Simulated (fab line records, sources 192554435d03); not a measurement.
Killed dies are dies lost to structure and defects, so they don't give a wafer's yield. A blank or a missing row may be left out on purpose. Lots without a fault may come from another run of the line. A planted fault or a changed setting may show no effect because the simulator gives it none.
Chamber matching | flow n5_finfet | N5_SD_EPI_N_SD_RECESS_17 on rie_si-02: 4 sister chambers
The step chemistry HBr/Cl2/O2, target depth 41 nm, time 23.7 s, bt time 3 s. 4 wafers are shown with their chamber, then 12 later ones without.

WAFERS WITH THEIR CHAMBER
wafer  | chamber | throttle_valve_pct (%)
L090.6 | 1       | 36.77
L091.1 | 0       | 37.41
L091.3 | 3       | 37.31
L091.6 | 2       | 37.19

WAFERS WITHOUT THEIR CHAMBER
wafer  | throttle_valve_pct (%)
L094.2 | 37.21
L094.3 | 37.40
L094.4 | 36.77
L095.4 | 37.40
L095.5 | 36.76
L095.6 | 37.21
L096.1 | 36.75
L096.3 | 37.39
L096.5 | 37.42
L097.2 | 37.41
L097.4 | 36.75
L097.5 | 36.75

WHICH CHAMBER EACH WENT THROUGH
wafer  | from the rows above | in truth
L094.2 | 2                   | 2
L094.3 | 0                   | 0
L094.4 | 1                   | 1
L095.4 | 0                   | 0
L095.5 | 1                   | 1
L095.6 | 2                   | 2
L096.1 | 1                   | 1
L096.3 | 0                   | 0
L096.5 | 0                   | 0
L097.2 | 0                   | 0
L097.4 | 1                   | 1
L097.5 | 1                   | 1
Placed correctly: 12 of 12. Can't be placed from these rows: 0. Placed wrongly: 0.
How it was worked out, from the rows above alone: a wafer's distance from a chamber is the root of the sum, over the readings, of the square of ((its reading less the chamber's mean) divided by the reading's scatter). The wafer belongs to the nearest chamber; if the next one is less than 2 further off, it can't be placed. A chamber's mean is the mean of its shown wafers. The scatter: with one shown wafer a chamber, the root of the mean of the squares of how far each hidden wafer lies from its nearest shown one.
